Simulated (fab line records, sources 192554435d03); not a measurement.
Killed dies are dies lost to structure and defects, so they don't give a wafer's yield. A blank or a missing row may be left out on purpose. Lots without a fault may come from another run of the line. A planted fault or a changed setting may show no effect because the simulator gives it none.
fab line records | flow n5_finfet
record lots=24 wafers=72 last_day=18
route steps=1938 shown BEOL_M7@1320 BEOL_M8@1352
lots that met no fault: from a run of the same line without faults
start_h: hours from the record's first day to the start of the lot's first wafer shown | wait_h: hours since the lot's step before | " the same as in the row above | L1.1+2: a row that stands for several wafers | - no value, or no start given | * or withheld: withheld | < > ~ a bound
route shown NAME@n: a module of which the file shows steps, and the number in the route of the first | usual: mean/standard deviation of fault-free wafers | same: alike in all rows | chamber/n: place in a boat | sites: the reading at each site | _std_site: their standard deviation | _edge_site: outer sites' mean less inner sites' | radius_mm: how far each site lies from the wafer's centre | mask NAME#n: copy n | behind: the tool/chamber that last shaped the wafer | hold: why the lot was held/for how many hours/how that ended | device: the transistor (n, p or np) that didn't switch | end of line: the same wafers' tests at the end of the route | a step without rows: its recipe alone | killed: dies lost to structure and defects at the first sort, not the wafer's yield | map: a wafer's dies, x killed, . not, _ none there
set.NAME: the setting as run; set.NAME@STEP: as run at that earlier step | model.NAME: the simulator's own value behind a step, which no gauge read
steps of the route over a sample of lots; a table a step, a row a wafer
services: from which hour (start_h, from the record's first day; less than 0 if before it) a tool's chamber was out of use, for how many hours, and why
## steps
# step N5_BEOL_M7_ALD_77
# recipe material=TaN target_thk_a=20 temp_c=275 ald_precursor_family=PDMAT ald_co_reactant=NH3 pressure_torr=3 carrier_flow_sccm=1500 pulse_time_s=2 purge_time_s=3 co_reactant_purge_time_s=2 co_reactant_pulse_time_s=3 ald_cycles=40 precursor_vessel_temp_c=75 precursor_vessel_pressure_torr=26.25 precursor_vessel_carrier_sccm=1000
# usual heater_power_w=414/45
# columns lot.wafer tool chamber start_h wait_h heater_power_w since_wet_clean_h
L075.1 ald_metal-03 3 193.90 0.0 420 6011
L075.2 " 1 " " 385 6011
L075.3 " 0 " " 376 6011
L074.2 ald_metal-03 1 197.23 0.1 377 6014
L074.3 " 2 " " 414 6014
L074.6 " 2 " " 427 -
L077.2 ald_metal-02 1 198.41 0.0 405 4477
L077.3 " 3 " " 381 4477
L077.4 " 2 " " 365 4477
L076.1 ald_metal-03 2 198.68 0.1 430 6015
L076.3 " 3 " " 421 6015
L076.4 " 0 " " 379 6015
L078.1 ald_metal-03 0 213.21 0.1 389 6030
L078.2 " 2 " " 417 6030
L078.5 " 3 " " 435 -
L080.1 ald_metal-01 3 218.24 0.0 344 2958
L080.3 " 0 " " 444 2958
L080.5 " 1 " " 539 -
L079.2 ald_metal-01 0 218.77 0.1 434 2959
L079.4 " 1 " " 513 2959
L079.5 " 0 " " 450 -
L081.2 ald_metal-02 1 221.75 0.0 406 4500
L081.3 " 3 " " 393 4500
L081.6 " 3 " " 392 -
L082.3 ald_metal-02 2 228.10 0.0 351 4506
L082.4 " 3 " " 382 4506
L082.5 " 3 " " 381 -
L083.3 ald_metal-03 3 251.10 0.1 419 6068
L083.5 " 2 " " 430 -
L083.6 " 1 " " 384 -
L086.1 ald_metal-01 0 255.75 0.1 454 2996
L086.3 " 1 " " 537 2996
L086.5 " 0 " " 448 -
L084.2 ald_metal-02 1 255.92 0.1 408 4534
L084.5 " 0 " " 440 -
L084.6 " 3 " " 400 -
L085.3 ald_metal-03 2 259.12 0.0 423 6076
L085.4 " 0 " " 374 6076
L085.6 " 3 " " 419 -
L087.2 ald_metal-02 0 268.57 0.1 442 4547
L087.4 " 3 " " 395 4547
L087.5 " 1 " " 408 -
L088.1 ald_metal-01 2 279.18 0.0 417 3019
L088.2 " 0 " " 438 3019
L088.4 " 3 " " 355 3019
L089.1 ald_metal-03 3 279.23 0.1 411 6096
L089.5 " 3 " " 415 -
L089.6 " 0 " " 382 -
L091.1 ald_metal-01 3 281.86 0.1 350 3022
L091.4 " 0 " " 451 3022
L091.5 " 2 " " 429 -
L090.3 ald_metal-03 2 282.03 0.1 419 6099
L090.5 " 3 " " 415 -
L090.6 " 0 " " 385 -
L093.2 ald_metal-03 2 301.03 0.0 432 6118
L093.3 " 1 " " 377 6118
L093.4 " 3 " " 426 6118
L092.4 ald_metal-03 0 308.39 0.1 385 6125
L092.5 " 3 " " 419 -
L092.6 " 0 " " 377 -
L094.1 ald_metal-03 3 314.31 0.0 418 6131
L094.4 " 1 " " 379 6131
L094.5 " 3 " " 412 -
L095.2 ald_metal-01 1 331.76 0.2 519 3072
L095.4 " 2 " " 428 3072
L095.6 " 1 " " 529 -
L096.1 ald_metal-01 3 342.56 0.3 356 3082
L096.5 " 0 " " 447 -
L096.6 " 1 " " 528 -
L097.1 ald_metal-02 3 345.07 0.1 390 4623
L097.3 " 2 " " 357 4623
L097.5 " 1 " " 404 -
# step N5_BEOL_M7_ANNEAL_51
# recipe temp_c=225 time_s=90 ambient=N2
# usual anneal_temp_c_max=226.4/0.33 wafer_temp_C_max=225.79/0.28
# columns lot.wafer tool chamber start_h wait_h anneal_temp_c_max wafer_temp_C_max
L075.1 rtp_anneal-02 0 194.61 0.1 226.5 225.72
L075.2 " 0 " " 227.4 225.40
L075.3 " 0 " " 226.5 225.61
L074.2 rtp_anneal-02 0 198.06 0.1 227.0 225.23
L074.3 " 0 " " 226.7 225.65
L074.6 " 0 " " 226.6 225.46
L077.2 rtp_anneal-01 0 199.53 0.3 226.4 225.80
L077.3 " 0 " " 226.2 225.57
L077.4 " 0 " " 226.4 225.97
L076.1 rtp_anneal-02 0 199.63 0.2 227.0 225.88
L076.3 " 0 " " 226.6 225.76
L076.4 " 0 " " 226.7 226.02
L078.1 rtp_anneal-02 0 214.12 0.1 226.2 225.85
L078.2 " 0 " " 226.2 225.59
L078.5 " 0 " " 226.0 225.59
L080.1 rtp_anneal-02 0 219.37 0.2 226.7 225.70
L080.3 " 0 " " 226.4 225.51
L080.5 " 0 " " 226.4 225.87
L079.2 rtp_anneal-01 0 219.92 0.3 226.1 225.86
L079.4 " 0 " " 226.5 225.90
L079.5 " 0 " " 226.4 225.98
L081.2 rtp_anneal-02 0 222.62 0.2 226.4 225.24
L081.3 " 0 " " 226.4 225.46
L081.6 " 0 " " 226.6 225.38
L082.3 rtp_anneal-01 0 228.90 0.1 226.4 226.16
L082.4 " 0 " " 226.0 226.15
L082.5 " 0 " " 226.0 225.98
L083.3 rtp_anneal-02 0 252.10 0.1 226.6 225.88
L083.5 " 0 " " 226.4 225.89
L083.6 " 0 " " 226.4 225.71
L086.1 rtp_anneal-01 0 257.56 0.3 226.7 226.50
L086.3 " 0 " " 226.0 226.17
L086.5 " 0 " " 226.0 226.04
L084.2 rtp_anneal-01 0 258.34 0.3 226.0 225.58
L084.5 " 0 " " 226.1 225.88
L084.6 " 0 " " 226.5 226.23
L085.3 rtp_anneal-01 0 259.94 0.1 226.3 225.83
L085.4 " 0 " " 226.3 226.13
L085.6 " 0 " " 226.0 226.16
L087.2 rtp_anneal-02 0 269.39 0.1 227.0 225.57
L087.4 " 0 " " 226.4 225.34
L087.5 " 0 " " 226.7 225.41
L088.1 rtp_anneal-01 0 280.98 0.1 226.4 225.68
L088.2 " 0 " " 226.1 225.99
L088.4 " 0 " " 226.2 226.09
L089.1 rtp_anneal-01 0 282.31 0.9 226.0 225.79
L089.5 " 0 " " 226.2 225.68
L089.6 " 0 " " 226.0 226.05
L091.1 rtp_anneal-02 0 282.96 0.4 226.1 225.72
L091.4 " 0 " " 226.2 225.42
L091.5 " 0 " " 226.2 225.64
L090.3 rtp_anneal-02 0 283.59 0.7 226.6 225.69
L090.5 " 0 " " 226.6 225.71
L090.6 " 0 " " 227.0 225.70
L093.2 rtp_anneal-02 0 301.87 0.1 226.2 225.79
L093.3 " 0 " " 226.4 225.80
L093.4 " 0 " " 226.2 225.98
L092.4 rtp_anneal-01 0 309.28 0.2 226.4 225.76
L092.5 " 0 " " 226.5 226.52
L092.6 " 0 " " 226.1 225.76
L094.1 rtp_anneal-02 0 315.43 0.5 226.7 225.38
L094.4 " 0 " " 227.0 225.40
L094.5 " 0 " " 226.9 225.39
L095.2 rtp_anneal-01 0 333.09 0.6 226.4 225.92
L095.4 " 0 " " 225.9 226.11
L095.6 " 0 " " 226.5 225.93
L096.1 rtp_anneal-01 0 344.53 0.3 226.2 225.79
L096.5 " 0 " " 226.3 226.07
L096.6 " 0 " " 226.2 225.72
L097.1 rtp_anneal-01 0 346.04 0.1 225.9 226.46
L097.3 " 0 " " 226.0 225.92
L097.5 " 0 " " 225.9 225.95
# step N5_BEOL_M8_STRIP_67
# recipe chemistry=CF4 resist=SiARC power_w=300 bias_power_w=75 pressure_mtorr=50 cf4_flow_sccm=150 rf_frequency_hz=6e+07
# usual drypump_motor_current_A=5.9/0.45 oes_product_au=0.82/0.09 rf_vpp_V=271.3/1.5 showerhead_plenum_p_Torr=1.79/0.056 throttle_valve_pct=13.40/0.23
# columns lot.wafer tool chamber start_h wait_h drypump_motor_current_A oes_product_au rf_hours_counter_h rf_vpp_V showerhead_plenum_p_Torr throttle_valve_pct
L075.1 rie_diel-01 1 198.71 0.0 5.9 0.87 41 270.6 1.75 13.31
L075.2 " 3 " " 6.2 0.84 57 274.5 1.89 13.22
L075.3 " 0 " " 6.2 0.93 11 272.0 1.83 12.98
L074.2 rie_diel-03 2 200.56 0.0 6.4 0.72 205 269.8 1.70 13.55
L074.3 " 0 " " 6.3 0.99 1 271.4 1.77 13.02
L074.6 " 1 " " 5.8 0.71 - 272.2 1.84 13.63
L077.2 rie_diel-02 0 203.43 0.0 5.5 0.78 113 270.8 1.80 13.20
L077.3 " 2 " " 5.6 0.91 22 271.8 1.83 13.69
L077.4 " 3 " " 5.8 0.80 100 271.9 1.80 13.58
L076.1 rie_diel-02 2 203.69 0.0 5.6 0.92 22 272.2 1.83 13.68
L076.3 " 3 " " 5.8 0.79 101 271.7 1.80 13.54
L076.4 " 1 " " 4.8 0.70 238 268.9 1.71 13.61
L078.1 rie_diel-03 1 217.03 0.0 5.8 0.70 219 271.5 1.84 13.62
L078.2 " 0 " " 6.3 0.94 8 269.0 1.76 13.07
L078.5 " 2 " " 6.4 0.71 - 268.9 1.70 13.59
L080.1 rie_diel-02 3 222.78 0.0 5.8 0.79 107 271.1 1.80 13.57
L080.3 " 2 " " 5.6 0.90 29 271.1 1.83 13.70
L080.5 " 0 " " 5.5 0.78 - 271.7 1.80 13.22
L079.2 rie_diel-01 3 223.02 0.0 6.2 0.83 68 272.4 1.88 13.26
L079.4 " 1 " " 5.9 0.86 50 271.0 1.75 13.35
L079.5 " 2 " " 5.6 0.74 - 269.8 1.78 13.38
L081.2 rie_diel-02 3 225.75 0.0 5.8 0.79 108 272.6 1.80 13.58
L081.3 " 1 " " 4.8 0.68 247 270.1 1.70 13.65
L081.6 " 2 " " 5.6 0.91 - 273.8 1.83 13.69
L082.3 rie_diel-03 0 232.40 0.0 6.3 0.92 15 267.9 1.76 13.07
L082.4 " 3 " " 6.3 0.98 0 271.0 1.77 13.38
L082.5 " 1 " " 5.8 0.71 - 272.9 1.84 13.64
L083.3 rie_diel-02 0 255.48 0.0 5.5 0.77 135 271.4 1.79 13.23
L083.5 " 2 " " 5.6 0.88 - 273.8 1.83 13.73
L083.6 " 3 " " 5.9 0.77 - 270.1 1.80 13.62
L086.1 rie_diel-03 0 260.01 0.0 6.3 0.90 24 271.1 1.76 13.08
L086.3 " 2 " " 6.4 0.69 229 269.5 1.70 13.63
L086.5 " 0 " " 6.3 0.89 - 270.5 1.76 13.08
L084.2 rie_diel-03 1 261.35 0.0 5.8 0.70 237 272.8 1.84 13.68
L084.5 " 3 " " 6.3 0.94 - 271.3 1.76 13.40
L084.6 " 0 " " 6.3 0.90 - 270.8 1.76 13.09
L085.3 rie_diel-01 3 262.13 0.0 6.2 0.82 77 272.9 1.88 13.26
L085.4 " 2 " " 5.6 0.73 209 270.9 1.77 13.42
L085.6 " 2 " " 5.6 0.73 - 270.7 1.77 13.43
L087.2 rie_diel-01 3 273.47 0.0 6.2 0.81 82 274.4 1.88 13.29
L087.4 " 0 " " 6.2 0.87 39 272.0 1.82 13.05
L087.5 " 1 " " 5.9 0.83 - 272.2 1.74 13.38
L088.1 rie_diel-01 3 283.73 0.0 6.2 0.81 86 273.1 1.88 13.31
L088.2 " 1 " " 5.9 0.83 72 272.0 1.74 13.39
L088.4 " 2 " " 5.6 0.74 217 271.3 1.77 13.42
L089.1 rie_diel-02 2 285.02 0.0 5.6 0.87 52 273.7 1.83 13.74
L089.5 " 2 " " 5.6 0.87 - 272.3 1.83 13.75
L089.6 " 1 " " 4.8 0.97 - 274.9 1.91 13.09
L091.1 rie_diel-03 2 285.73 0.0 6.4 0.70 237 270.6 1.69 13.67
L091.4 " 0 " " 6.3 0.89 33 270.3 1.76 13.11
L091.5 " 0 " " 6.3 0.88 - 268.5 1.76 13.12
L090.3 rie_diel-03 1 287.82 0.0 5.8 0.69 247 271.0 1.83 13.69
L090.5 " 0 " " 6.3 0.88 - 270.4 1.76 13.08
L090.6 " 1 " " 5.8 0.69 - 272.2 1.83 13.69
L093.2 rie_diel-02 1 306.75 0.0 4.8 0.95 12 274.7 1.91 13.11
L093.3 " 2 " " 5.6 0.85 60 270.6 1.82 13.75
L093.4 " 0 " " 5.5 0.76 152 272.8 1.79 13.30
L092.4 rie_diel-03 0 314.53 0.0 6.3 0.87 - 271.6 1.75 13.13
L092.5 " 2 " " 6.4 0.69 - 269.4 1.69 13.68
L092.6 " 3 " " 6.3 0.89 - 271.7 1.76 13.46
L094.1 rie_diel-01 3 318.52 0.0 6.2 0.79 98 273.7 1.88 13.33
L094.4 " 2 " " 5.6 0.71 230 270.4 1.77 13.49
L094.5 " 3 " " 6.2 0.79 - 272.5 1.87 13.31
L095.2 rie_diel-02 3 336.43 0.0 5.8 0.75 149 272.4 1.79 13.67
L095.4 " 1 " " 4.8 0.92 22 272.3 1.91 13.14
L095.6 " 2 " " 5.6 0.84 - 272.7 1.82 13.79
L096.1 rie_diel-03 3 347.91 0.0 6.3 0.87 44 270.7 1.75 13.49
L096.5 " 0 " " 6.3 0.84 - 268.8 1.75 13.16
L096.6 " 1 " " 5.8 0.93 - 272.5 1.83 13.17
L097.1 rie_diel-03 3 348.76 0.0 6.3 0.86 44 271.8 1.75 13.48
L097.3 " 1 " " 5.8 0.93 13 273.6 1.83 13.17
L097.5 " 3 " " 6.3 0.87 - 270.3 1.75 13.48
# step N5_BEOL_M8_STRIP_19
# recipe chemistry=O2 power_w=400 temp_c=40 pressure_mtorr=30 rf_frequency_hz=6e+07 bias_power_w=0 overash_fraction=0.2 o2_flow_sccm=225
# usual drypump_motor_current_A=6.0/0.39 oes_product_au=0.82/0.087 rf_vpp_V=3.7/0.59 showerhead_plenum_p_Torr=2.10/0.073 throttle_valve_pct=16.45/0.24
# columns lot.wafer tool chamber start_h wait_h drypump_motor_current_A oes_product_au rf_hours_counter_h rf_vpp_V showerhead_plenum_p_Torr throttle_valve_pct
L075.1 rie_diel-01 3 198.87 0.1 6.2 0.85 57 4.2 2.22 16.36
L075.2 " 2 " " 5.6 0.74 185 3.6 2.08 16.40
L075.3 " 0 " " 6.1 0.94 11 2.9 2.14 16.04
L074.2 rie_diel-01 0 200.71 0.1 6.2 0.93 12 3.0 2.14 16.08
L074.3 " 1 " " 5.9 0.87 41 3.3 2.04 16.39
L074.6 " 0 " " 6.2 0.92 - 4.8 2.14 16.07
L077.2 rie_diel-01 3 203.58 0.1 6.2 0.84 59 3.1 2.22 16.37
L077.3 " 1 " " 5.9 0.87 43 3.6 2.03 16.41
L077.4 " 0 " " 6.2 0.94 13 3.9 2.14 16.06
L076.1 rie_diel-02 1 203.84 0.1 4.8 0.68 238 4.1 1.98 16.65
L076.3 " 0 " " 5.5 0.78 113 4.5 2.10 16.25
L076.4 " 3 " " 5.8 0.79 101 3.5 2.11 16.64
L078.1 rie_diel-03 1 217.19 0.1 5.8 0.71 219 3.3 2.17 16.71
L078.2 " 0 " " 6.3 0.93 8 3.2 2.06 16.15
L078.5 " 2 " " 6.4 0.71 - 4.1 1.99 16.67
L080.1 rie_diel-03 1 222.93 0.1 5.8 0.70 222 3.1 2.17 16.73
L080.3 " 0 " " 6.3 0.93 11 4.1 2.06 16.13
L080.5 " 2 " " 6.4 0.70 - 2.8 1.99 16.65
L079.2 rie_diel-01 3 223.17 0.1 6.2 0.83 68 2.7 2.22 16.38
L079.4 " 1 " " 5.9 0.86 50 3.3 2.03 16.43
L079.5 " 3 " " 6.2 0.82 - 4.2 2.22 16.39
L081.2 rie_diel-01 1 226.04 0.2 5.9 0.86 51 4.2 2.03 16.40
L081.3 " 0 " " 6.2 0.92 21 4.3 2.13 16.11
L081.6 " 1 " " 5.9 0.87 - 2.5 2.03 16.40
L082.3 rie_diel-01 0 232.56 0.1 6.2 0.91 24 3.9 2.13 16.10
L082.4 " 1 " " 5.9 0.86 54 3.5 2.03 16.40
L082.5 " 2 " " 5.6 0.74 - 3.4 2.07 16.41
L083.3 rie_diel-03 1 255.63 0.1 5.8 0.70 235 3.4 2.16 16.76
L083.5 " 1 " " 5.8 0.70 - 4.7 2.16 16.74
L083.6 " 2 " " 6.4 0.70 - 3.7 1.98 16.68
L086.1 rie_diel-01 3 260.16 0.1 6.2 0.82 76 5.0 2.21 16.41
L086.3 " 1 " " 5.9 0.84 63 4.0 2.03 16.42
L086.5 " 0 " " 6.2 0.89 - 3.3 2.13 16.13
L084.2 rie_diel-01 3 261.55 0.1 6.2 0.82 77 4.1 2.21 16.39
L084.5 " 0 " " 6.2 0.88 - 3.6 2.13 16.10
L084.6 " 3 " " 6.2 0.82 - 3.7 2.21 16.42
L085.3 rie_diel-01 3 262.28 0.1 6.2 0.82 77 3.7 2.21 16.40
L085.4 " 0 " " 6.1 0.88 34 4.0 2.13 16.12
L085.6 " 0 " " 6.1 0.88 - 2.5 2.13 16.12
L087.2 rie_diel-03 0 273.62 0.1 6.3 0.89 29 3.6 2.05 16.17
L087.4 " 1 " " 5.8 0.69 241 4.0 2.16 16.76
L087.5 " 2 " " 6.4 0.69 - 3.3 1.98 16.70
L088.1 rie_diel-02 3 284.11 0.3 5.9 0.76 131 4.8 2.10 16.72
L088.2 " 2 " " 5.7 0.87 52 3.2 2.13 16.87
L088.4 " 1 " " 4.8 0.98 4 3.2 2.24 16.23
L089.1 rie_diel-02 0 285.24 0.2 5.5 0.76 145 3.3 2.09 16.28
L089.5 " 3 " " 5.9 0.76 - 3.5 2.10 16.71
L089.6 " 2 " " 5.6 0.87 - 3.7 2.13 16.86
L091.1 rie_diel-03 3 285.88 0.1 6.3 0.94 17 3.7 2.07 16.60
L091.4 " 0 " " 6.3 0.88 33 2.9 2.05 16.19
L091.5 " 3 " " 6.3 0.92 - 3.7 2.07 16.63
L090.3 rie_diel-03 2 287.97 0.1 6.4 0.68 238 3.6 1.98 16.73
L090.5 " 2 " " 6.4 0.68 - 3.1 1.98 16.74
L090.6 " 1 " " 5.8 0.68 - 3.2 2.16 16.76
L093.2 rie_diel-03 0 306.90 0.1 6.3 0.86 42 3.8 2.05 16.21
L093.3 " 2 " " 6.4 0.67 246 3.9 1.98 16.71
L093.4 " 0 " " 6.3 0.87 - 4.2 2.05 16.21
L092.4 rie_diel-03 3 314.79 0.2 6.3 0.91 - 3.6 2.06 16.64
L092.5 " 0 " " 6.3 0.86 - 4.3 2.04 16.20
L092.6 " 2 " " 6.4 0.68 - 3.6 1.98 16.74
L094.1 rie_diel-02 3 318.67 0.1 5.9 0.74 142 4.2 2.09 16.72
L094.4 " 0 " " 5.5 0.75 156 4.0 2.08 16.31
L094.5 " 1 " " 4.8 0.93 - 4.3 2.24 16.25
L095.2 rie_diel-01 3 336.58 0.1 6.2 0.78 104 3.8 2.20 16.46
L095.4 " 1 " " 5.9 0.80 91 3.0 2.02 16.49
L095.6 " 2 " " 5.6 0.71 - 2.9 2.06 16.48
L096.1 rie_diel-01 2 348.07 0.1 5.6 0.71 240 4.6 2.06 16.51
L096.5 " 0 " " 6.2 0.84 - 3.8 2.12 16.19
L096.6 " 3 " " 6.2 0.79 - 3.5 2.20 16.47
L097.1 rie_diel-02 0 348.91 0.1 5.5 0.75 167 3.4 2.08 16.32
L097.3 " 3 " " 5.9 0.73 155 3.7 2.09 16.76
L097.5 " 2 " " 5.6 0.85 - 2.9 2.12 16.93
# step N5_BEOL_M8_CD_MEAS_18
# recipe pitch_nm=80 target_cd_nm=40
# usual cd_nm=40.0/0.39
# columns lot.wafer tool chamber start_h wait_h cd_nm
L075.1 cd_sem-02 - 198.94 0.0 39.6
L075.2 " - " " 39.7
L075.3 " - " " 40.2
L074.2 cd_sem-01 - 200.78 0.1 39.8
L074.3 " - " " 39.7
L074.6 " - " " 39.6
L077.2 cd_sem-01 - 203.65 0.1 40.6
L077.3 " - " " 40.5
L077.4 " - " " 39.6
L076.1 cd_sem-02 - 203.92 0.1 40.2
L076.3 " - " " 39.5
L076.4 " - " " 39.1
L078.1 cd_sem-02 - 217.27 0.1 40.2
L078.2 " - " " 39.8
L078.5 " - " " 39.7
L080.1 cd_sem-03 - 223.00 0.0 39.9
L080.3 " - " " 40.6
L080.5 " - " " 39.9
L079.2 cd_sem-01 - 223.24 0.1 39.9
L079.4 " - " " 39.8
L079.5 " - " " 39.6
L081.2 cd_sem-01 - 226.11 0.1 39.5
L081.3 " - " " 39.8
L081.6 " - " " 40.4
L082.3 cd_sem-02 - 232.63 0.1 40.0
L082.4 " - " " 39.8
L082.5 " - " " 39.4
L083.3 cd_sem-03 - 255.71 0.1 40.3
L083.5 " - " " 40.5
L083.6 " - " " 40.0
L086.1 cd_sem-03 - 260.23 0.0 40.0
L086.3 " - " " 40.4
L086.5 " - " " 40.2
L084.2 cd_sem-03 - 261.62 0.1 40.4
L084.5 " - " " 40.1
L084.6 " - " " 39.4
L085.3 cd_sem-03 - 262.35 0.1 40.5
L085.4 " - " " 39.5
L085.6 " - " " 40.4
L087.2 cd_sem-03 - 273.69 0.1 40.5
L087.4 " - " " 40.2
L087.5 " - " " 40.5
L088.1 cd_sem-02 - 284.18 0.0 39.9
L088.2 " - " " 40.1
L088.4 " - " " 40.0
L089.1 cd_sem-02 - 285.31 0.0 40.0
L089.5 " - " " 39.8
L089.6 " - " " 40.6
L091.1 cd_sem-03 - 285.95 0.1 39.9
L091.4 " - " " 39.6
L091.5 " - " " 39.4
L090.3 cd_sem-02 - 288.06 0.1 40.1
L090.5 " - " " 39.7
L090.6 " - " " 39.6
L093.2 cd_sem-03 - 306.97 0.1 39.9
L093.3 " - " " 39.8
L093.4 " - " " 40.1
L092.4 cd_sem-02 - 314.84 0.0 39.9
L092.5 " - " " 39.9
L092.6 " - " " 40.0
L094.1 cd_sem-02 - 318.74 0.1 40.4
L094.4 " - " " 40.3
L094.5 " - " " 40.2
L095.2 cd_sem-01 - 336.65 0.1 39.6
L095.4 " - " " 39.8
L095.6 " - " " 39.7
L096.1 cd_sem-03 - 348.14 0.1 40.5
L096.5 " - " " 40.2
L096.6 " - " " 40.7
L097.1 cd_sem-02 - 348.98 0.0 40.0
L097.3 " - " " 40.2
L097.5 " - " " 40.0
# step N5_BEOL_M8_INSPECT_30
# recipe mode=adi inspect_instrument=brightfield
# usual raw_defect_count=427/96
# columns lot.wafer tool chamber start_h wait_h raw_defect_count
L074.2 defect_inspect-02 - 201.96 0.1 511
L074.3 " - " " 515
L074.6 " - " " 684
L075.1 defect_inspect-01 - 202.52 0.1 518
L075.2 " - " " 435
L075.3 " - " " 541
L077.2 defect_inspect-01 - 206.43 0.0 457
L077.3 " - " " 416
L077.4 " - " " 345
L076.1 defect_inspect-01 - 206.69 0.1 410
L076.3 " - " " 392
L076.4 " - " " 508
L078.1 defect_inspect-02 - 217.66 0.1 244
L078.2 " - " " 272
L078.5 " - " " 342
L080.1 defect_inspect-02 - 224.06 0.1 478
L080.3 " - " " 589
L080.5 " - " " 649
L079.2 defect_inspect-02 - 224.10 0.0 310
L079.4 " - " " 296
L079.5 " - " " 317
L081.2 defect_inspect-01 - 227.12 0.0 591
L081.3 " - " " 591
L081.6 " - " " 453
L082.3 defect_inspect-02 - 233.03 0.0 424
L082.4 " - " " 458
L082.5 " - " " 398
L083.3 defect_inspect-02 - 258.45 0.0 534
L083.5 " - " " 470
L083.6 " - " " 381
L084.2 defect_inspect-02 - 264.09 0.0 411
L084.5 " - " " 491
L084.6 " - " " 562
L086.1 defect_inspect-02 - 264.26 0.1 356
L086.3 " - " " 549
L086.5 " - " " 293
L085.3 defect_inspect-02 - 264.31 0.0 587
L085.4 " - " " 573
L085.6 " - " " 513
L087.2 defect_inspect-02 - 274.51 0.0 441
L087.4 " - " " 388
L087.5 " - " " 371
L088.1 defect_inspect-02 - 284.70 0.1 375
L088.2 " - " " 449
L088.4 " - " " 477
L089.1 defect_inspect-02 - 286.85 0.1 440
L089.5 " - " " 449
L089.6 " - " " 526
L091.1 defect_inspect-02 - 286.93 0.1 322
L091.4 " - " " 385
L091.5 " - " " 414
L090.3 defect_inspect-01 - 288.59 0.0 406
L090.5 " - " " 290
L090.6 " - " " 274
L093.2 defect_inspect-02 - 307.50 0.0 380
L093.3 " - " " 419
L093.4 " - " " 399
L092.4 defect_inspect-02 - 316.45 0.0 338
L092.5 " - " " 408
L092.6 " - " " 381
L094.1 defect_inspect-01 - 320.07 0.1 337
L094.4 " - " " 342
L094.5 " - " " 346
L095.2 defect_inspect-01 - 337.67 0.1 361
L095.4 " - " " 413
L095.6 " - " " 426
L096.1 defect_inspect-02 - 348.55 0.1 396
L096.5 " - " " 424
L096.6 " - " " 361
L097.1 defect_inspect-02 - 351.22 0.1 485
L097.3 " - " " 465
L097.5 " - " " 426
## services
# columns tool chamber start_h hours kind
rie_diel-01 1 172.82 7.6 repair
rie_diel-02 0 174.77 2.9 repair
rie_diel-03 0 180.07 - clean
rie_diel-03 0 180.07 - consumable_replace:focus_ring
rie_diel-03 0 180.07 19.5 scheduled_down
ald_metal-03 - 183.35 8.7 pm
ald_metal-03 0 200.79 3.8 repair
ald_metal-03 - 209.31 2.8 pm
ald_metal-01 0 212.99 3.4 repair
ald_metal-03 1 214.47 7.8 repair
rie_diel-01 3 225.93 4.2 repair
ald_metal-02 1 229.45 7.2 repair
ald_metal-03 - 248.90 1.1 repair
ald_metal-03 3 261.07 3.2 repair
ald_metal-02 0 296.44 26.8 repair
rie_diel-03 - 297.60 0.3 repair
rie_diel-03 2 307.14 2.8 repair
ald_metal-01 0 312.69 5.3 repair
rtp_anneal-02 - 316.06 5.5 repair
ald_metal-03 - 319.65 0.3 repair
rie_diel-01 - 326.39 2.8 pm
ald_metal-03 - 337.25 14.0 pm
rie_diel-02 1 347.22 1.7 repair
ald_metal-02 - 347.97 14.6 pm
## key
fault none
